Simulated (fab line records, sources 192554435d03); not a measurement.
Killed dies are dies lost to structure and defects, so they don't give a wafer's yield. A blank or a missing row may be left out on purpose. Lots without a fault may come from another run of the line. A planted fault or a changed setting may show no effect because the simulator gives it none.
Which tool did it? | flow n5_finfet | 9 lots, 27 wafers sampled, at 5 steps of a route of 1938

WHAT THE GAUGES READ, wafer by wafer
N5_ILD0_THK_MEAS_13. Usual: thk_nm 17.9 nm, standard deviation 0.91.
lot  | measured    | on            | thk_nm (nm)    | flag
L563 | day 3 18:40 | film_metro-02 | 17.0 17.6 18.5 |
L564 | day 4 00:44 | film_metro-02 | 18.4 17.4 17.6 |
L565 | day 4 08:35 | film_metro-02 | 18.4 17.6 17.0 |
L568 | day 5 00:19 | film_metro-01 | 16.6 17.6 17.3 |
L569 | day 5 05:38 | film_metro-02 | 19.4 19.7 19.2 |
L574 | day 6 21:07 | film_metro-02 | 18.7 19.2 19.0 |
L580 | day 7 20:51 | film_metro-02 | 17.9 18.6 18.0 |
L583 | day 8 17:55 | film_metro-02 | 18.3 17.5 17.1 |
L585 | day 9 12:40 | film_metro-01 | 18.2 17.6 19.2 |

N5_ILD0_INSPECT_06: inspects for defects (darkfield). Usual: raw_defect_count 42, standard deviation 20.
lot  | measured    | on                | raw_defect_count | flag
L563 | day 3 18:41 | defect_inspect-01 | 37 61 58         |
L564 | day 4 00:46 | defect_inspect-02 | 54 33 51         |
L565 | day 4 08:37 | defect_inspect-01 | 20 25 33         |
L568 | day 5 00:21 | defect_inspect-02 | 24 33 47         |
L569 | day 5 05:40 | defect_inspect-01 | 60 58 39         |
L574 | day 6 21:09 | defect_inspect-01 | 32 60 56         |
L580 | day 7 20:52 | defect_inspect-01 | 75 45 56         |
L583 | day 8 17:56 | defect_inspect-02 | 50 34 26         |
L585 | day 9 12:41 | defect_inspect-02 | 38 28 23         |

N5_BEOL_M4_RC_MEAS_101. Usual: DIBL_N 36.1 mV/V, standard deviation 1.3; DIBL_P 36.1 mV/V, standard deviation 1.7; IOFF_N 0.154 nA/um, standard deviation 0.022; IOFF_P 0.201 nA/um, standard deviation 0.024; ION_N 675 uA/um, standard deviation 8.9; ION_P 462 uA/um, standard deviation 5.9; SS_N 71.5 mV/dec, standard deviation 0.49; SS_P 73.3 mV/dec, standard deviation 0.58; VT_N 250.0 mV, standard deviation 2.7; VT_P -251.3 mV, standard deviation 2.7.
lot  | measured     | on        | DIBL_N (mV/V)  | DIBL_P (mV/V)  | IOFF_N (nA/um)    | IOFF_P (nA/um)    | ION_N (uA/um) | ION_P (uA/um) | SS_N (mV/dec)  | SS_P (mV/dec)  | VT_N (mV)         | VT_P (mV)            | flag
L563 | day 7 20:01  | prober-01 | 35.6 35.7 35.3 | 34.7 34.9 34.9 | 0.148 0.151 0.147 | 0.194 0.200 0.196 | 674 688 678   | 468 470 463   | 71.6 72.3 72.2 | 73.1 73.5 72.6 | 249.6 249.3 247.7 | -251.0 -249.6 -250.2 |
L564 | day 8 02:04  | prober-02 | 34.0 33.7 33.8 | 33.8 33.7 33.5 | 0.133 0.128 0.129 | 0.171 0.170 0.167 | 662 672 662   | 449 464 456   | 71.7 71.9 71.2 | 72.9 73.1 72.6 | 250.9 254.0 252.7 | -255.2 -254.0 -255.0 |
L565 | day 8 02:34  | prober-01 | 36.8 36.0 37.6 | 37.7 36.4 38.3 | 0.168 0.146 0.165 | 0.185 0.172 0.184 | 678 662 676   | 452 452 448   | 72.2 71.3 72.1 | 73.7 73.7 73.5 | 250.7 251.7 250.3 | -254.7 -253.2 -254.9 |
L568 | day 9 01:45  | prober-01 | 35.5 35.4 35.1 | 35.7 34.5 34.4 | 0.139 0.133 0.133 | 0.213 0.200 0.200 | 673 656 663   | 460 459 461   | 72.1 71.7 71.3 | 73.3 72.9 72.8 | 251.8 253.1 249.9 | -249.5 -248.3 -248.9 |
L569 | day 9 07:28  | prober-01 | 35.3 35.0 35.2 | 36.2 35.3 35.5 | 0.149 0.136 0.145 | 0.205 0.181 0.195 | 684 676 682   | 467 468 468   | 71.1 70.5 70.8 | 72.6 72.9 73.2 | 248.5 251.2 248.5 | -249.8 -249.1 -248.5 |
L574 | day 11 19:52 | prober-02 | 36.7 34.8 35.8 | 37.2 33.9 36.8 | 0.167 0.126 0.159 | 0.223 0.174 0.221 | 682 671 686   | 467 460 473   | 71.5 70.7 71.5 | 73.8 72.4 73.1 | 245.8 251.2 247.0 | -248.0 -251.6 -249.2 |
L580 | day 12 23:49 | prober-02 | 36.5 36.1 35.8 | 37.5 37.5 37.1 | 0.156 0.160 0.146 | 0.221 0.216 0.205 | 674 676 665   | 468 470 464   | 71.2 72.1 72.0 | 73.8 72.7 72.9 | 251.3 251.1 253.0 | -248.6 -247.2 -247.0 |
L583 | day 13 05:14 | prober-02 | 38.8 38.5 36.1 | 38.7 38.0 35.9 | 0.206 0.195 0.144 | 0.234 0.228 0.182 | 693 696 675   | 465 471 458   | 72.0 71.5 71.0 | 74.5 74.8 73.2 | 246.4 247.9 250.5 | -251.8 -251.2 -255.0 |
L585 | day 14 07:29 | prober-02 | 38.7 37.4 36.1 | 39.5 38.0 36.4 | 0.196 0.174 0.147 | 0.268 0.247 0.211 | 696 681 670   | 478 470 464   | 72.4 72.2 71.9 | 73.9 73.6 73.0 | 244.5 245.3 251.1 | -245.7 -248.8 -247.4 |

WHICH TOOL RAN EACH LOT (tool, then ch and the chambers of the sampled wafers, then the start)
lot  | N5_SDB_DESCUM_16                  | N5_SDB_ETCH_18
L563 | rie_diel-01 ch 2,3, day 3 19:17   | rie_diel-01 ch 2,3, day 3 19:22
L564 | rie_diel-01 ch 1,2, day 4 01:29   | rie_diel-01 ch 1,2, day 4 01:33
L565 | rie_diel-06 ch 1,2, day 4 09:05   | rie_diel-06 ch 1,2, day 4 09:10
L568 | rie_diel-02 ch 0,2,3, day 5 00:49 | rie_diel-02 ch 0,2,3, day 5 00:53
L569 | rie_diel-06 ch 0,2,3, day 5 06:14 | rie_diel-06 ch 0,2,3, day 5 06:19
L574 | rie_diel-06 ch 0,1,2, day 6 22:02 | rie_diel-06 ch 0,1,2, day 6 22:06
L580 | rie_diel-06 ch 0,2,3, day 7 21:20 | rie_diel-06 ch 0,2,3, day 7 21:25
L583 | rie_diel-01 ch 1,2,3, day 8 18:51 | rie_diel-01 ch 1,2,3, day 8 18:55
L585 | rie_diel-01 ch 0,1, day 9 13:18   | rie_diel-01 ch 0,1, day 9 13:22
- N5_SDB_DESCUM_16: chemistry O2, time 7.9 s.
- N5_SDB_ETCH_18: etches SOC in N2/H2, target depth 100 nm, overetch 20 nm, time 150 s.

WHAT THE TOOLS THEMSELVES READ (means of the sampled wafers that have a number; where no wafer has one, the mark that the record gives instead)
N5_SDB_DESCUM_16. Usual: drypump_motor_current_A 5.7 A, standard deviation 0.36; oes_product_au 0.79 a.u., standard deviation 0.11; rf_vpp_V 243.0 V, standard deviation 1.4; showerhead_plenum_p_Torr 2.09 Torr, standard deviation 0.071; temp_c 40.00 C, standard deviation 0.11; throttle_valve_pct 20.38 %, standard deviation 0.26.
lot  | tool        | drypump_motor_current_A (A) | oes_product_au (a.u.) | rf_vpp_V (V) | showerhead_plenum_p_Torr (Torr) | temp_c (C) | throttle_valve_pct (%) | flag
L563 | rie_diel-01 | 5.9                         | 0.86                  | 242.9        | 2.07                            | 39.96      | 20.15                  |
L564 | rie_diel-01 | 5.6                         | 0.79                  | 243.4        | 2.08                            | 39.93      | 20.59                  |
L565 | rie_diel-06 | 5.6                         | 0.74                  | 243.4        | 2.08                            | 40.06      | 20.34                  |
L568 | rie_diel-02 | 5.6                         | 0.83                  | 244.1        | 2.14                            | 40.07      | 20.17                  |
L569 | rie_diel-06 | 5.7                         | 0.75                  | 242.4        | 2.09                            | 40.13      | 20.45                  |
L574 | rie_diel-06 | 5.5                         | 0.85                  | 244.0        | 2.12                            | 39.97      | 20.26                  |
L580 | rie_diel-06 | 5.7                         | 0.81                  | 243.1        | 2.08                            | 39.99      | 20.34                  |
L583 | rie_diel-01 | 5.9                         | 0.83                  | 242.8        | 2.06                            | 40.05      | 20.41                  |
L585 | rie_diel-01 | 5.3                         | 0.87                  | 241.8        | 2.06                            | 40.04      | 20.47                  |

N5_SDB_ETCH_18. Usual: drypump_motor_current_A 5.7 A, standard deviation 0.36; n2_flow_sccm 200.0 sccm, standard deviation 0.6; oes_product_au 0.71 a.u., standard deviation 0.089; rf_fwd_power_W 837.0 W, standard deviation 2.7; rf_vpp_V 523.6 V, standard deviation 2.4; showerhead_plenum_p_Torr 2.53 Torr, standard deviation 0.084; temp_c 40.02 C, standard deviation 0.11; throttle_valve_pct 17.77 %, standard deviation 0.26.
lot  | tool        | drypump_motor_current_A (A) | n2_flow_sccm (sccm) | oes_product_au (a.u.) | rf_fwd_power_W (W) | rf_vpp_V (V) | showerhead_plenum_p_Torr (Torr) | temp_c (C) | throttle_valve_pct (%) | flag
L563 | rie_diel-01 | 5.9                         | 200.2               | 0.78                  | 837.6              | 522.4        | 2.50                            | 39.98      | 17.52                  |
L564 | rie_diel-01 | 5.6                         | 199.8               | 0.71                  | 837.1              | 523.6        | 2.52                            | 40.12      | 17.90                  |
L565 | rie_diel-06 | 5.6                         | 199.5               | 0.66                  | 837.7              | 523.8        | 2.53                            | 40.06      | 17.73                  |
L568 | rie_diel-02 | 5.6                         | 200.1               | 0.73                  | 834.7              | 526.1        | 2.60                            | 39.99      | 17.60                  |
L569 | rie_diel-06 | 5.7                         | 200.0               | 0.67                  | 838.5              | 523.4        | 2.54                            | 40.00      | 17.90                  |
L574 | rie_diel-06 | 5.5                         | 200.7               | 0.75                  | 836.1              | 524.4        | 2.58                            | 39.99      | 17.63                  |
L580 | rie_diel-06 | 5.7                         | 198.9               | 0.73                  | 907.0              | 512.4        | 2.53                            | 40.03      | 17.79                  | OFF
L583 | rie_diel-01 | 5.9                         | 199.8               | 0.74                  | 835.1              | 522.3        | 2.50                            | 40.01      | 17.73                  |
L585 | rie_diel-01 | 5.3                         | 199.9               | 0.78                  | 836.5              | 522.5        | 2.49                            | 40.07      | 17.86                  |

THE ANSWER, worked out from the rows above alone
Rule: a lot is off if the mean of its wafers that have a number lies more than 3 standard deviations from the usual mean. A lot without any number at a reading at which 4 lots or more have one is off too. The other lots that the step has rows for count as sound. The gauges are gone through in route order, then the tools' own readings, and for those a lot's mean is taken as printed above. The first step at which some lot is off is used, and at that step the reading that is off furthest; a lot without a number counts as furthest.
Off: L580, at N5_SDB_ETCH_18 (rf_fwd_power_W).
A tool fits if, at that step or a process step before it, it ran every lot that is off, and no sound lot after the first of them. One fits: rie_diel-06 at N5_SDB_DESCUM_16 and N5_SDB_ETCH_18. At N5_SDB_DESCUM_16 its last sound lot is L574 (day 6 22:02), its first lot that is off L580 (day 7 21:20): a fault that began between those two fits.

WHAT THE SIMULATOR HAD PUT IN
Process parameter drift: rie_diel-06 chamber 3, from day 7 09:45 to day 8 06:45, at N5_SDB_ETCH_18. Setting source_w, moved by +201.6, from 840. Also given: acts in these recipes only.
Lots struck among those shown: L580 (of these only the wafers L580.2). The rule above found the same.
